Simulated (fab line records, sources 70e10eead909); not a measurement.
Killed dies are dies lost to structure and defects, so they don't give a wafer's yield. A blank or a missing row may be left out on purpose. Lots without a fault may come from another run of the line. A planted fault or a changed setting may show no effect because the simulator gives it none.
A struck lot beside a sound one | flow nand_harc | 15 steps out of a route of 1302
Sound: wafers L865.1, L865.4, L865.6. Struck: wafer L857.6. (L857.5 of the same lot was not struck and is left out.) The cause comes at the end.
At each step with rows: each side's tool, then ch and its chambers, then its first start. Under that, the readings that differ: sound wafers | struck wafers | difference of the means | sigmas: that difference in standard deviations of wafers without a fault.
alike: readings whose means differ by less than 2 such deviations, and words and numbers that are the same on both sides. not compared: withheld readings, readings that some wafer has no value for, bounds like >300 that may hide the same value, and numbers for which the record gives no deviation and whose values overlap.
The two part at a step that has a row with sigmas, a row that says differs or no value, or rows on one side only. Numbers that don't overlap but have no deviation are shown without sigmas and don't part them. A reading that every wafer of one side lacks parts them only if that side has two wafers or more.

first, 1 step without rows for these wafers: NHARC_A_ONON_D1_DEP_00 (target thk 1000 nm).
NHARC_A_ONON_D1_THK_MEAS_02: measures by ellipsometry.
  sound on film_metro-01, day 13 20:28; struck on film_metro-02, day 10 17:38
  alike: thk_nm
then, 1 step without rows for these wafers: NHARC_A_ONON_D1_DEP_03 (target thk 1000 nm).
NHARC_A_ONON_D1_THK_MEAS_05: measures by ellipsometry.
  sound on film_metro-01, day 13 21:02; struck on film_metro-02, day 10 18:12
  alike: thk_nm
then, 1 step without rows for these wafers: NHARC_A_ONON_D1_DEP_06 (target thk 1000 nm).
NHARC_A_ONON_D1_THK_MEAS_08: measures by ellipsometry.
  sound on film_metro-02, day 13 21:35; struck on film_metro-01, day 10 18:46
  alike: thk_nm
then, 1 step without rows for these wafers: NHARC_A_ONON_D1_DEP_09 (target thk 1000 nm).
NHARC_A_ONON_D1_THK_MEAS_11: measures by ellipsometry.
  sound on film_metro-01, day 13 22:10; struck on film_metro-01, day 10 19:20
  reading     | sound       | struck | difference | sigmas
  thk_nm (nm) | 992 990 990 | 1018   | +27        | +2
then, 1 step without rows for these wafers: NHARC_A_ONON_D1_DEP_12 (target thk 1000 nm).
NHARC_A_ONON_D1_THK_MEAS_14: measures by ellipsometry.
  sound on film_metro-01, day 13 22:43; struck on film_metro-01, day 10 19:54
  alike: thk_nm
then, 1 step without rows for these wafers: NHARC_A_ONON_D1_ANNEAL_15 (time 3600 s).
NHARC_A_ONON_D1_DEP_16: target thk 1000 nm.
  sound on pecvd_onon-01 ch 0, day 14 06:01; struck on pecvd_onon-01 ch 0, day 11 03:27
NHARC_A_ONON_D1_THK_MEAS_18: measures by ellipsometry.
  sound on film_metro-02, day 14 06:32; struck on film_metro-01, day 11 03:44
  reading     | sound          | struck | difference | sigmas
  thk_nm (nm) | 1003 1005 1004 | 1475   | +471       | +47
then, 1 step without rows for these wafers: NHARC_A_ONON_D1_DEP_19 (target thk 1000 nm).
-- the record jumps here: 16 days lie between the struck wafers' starts before and after (it left off in module A_ONON_D1 and takes up again in module END, whose first step shown is number 1302 of the route) --
NHARC_END_SORT_01:
  the record has rows for the struck wafers here (prober-02 ch 0, day 27 03:08) and none for the sound ones

WHERE THEY PART
First at NHARC_A_ONON_D1_THK_MEAS_11; last, within this record, at NHARC_END_SORT_01.

WHY: what the simulator had put in
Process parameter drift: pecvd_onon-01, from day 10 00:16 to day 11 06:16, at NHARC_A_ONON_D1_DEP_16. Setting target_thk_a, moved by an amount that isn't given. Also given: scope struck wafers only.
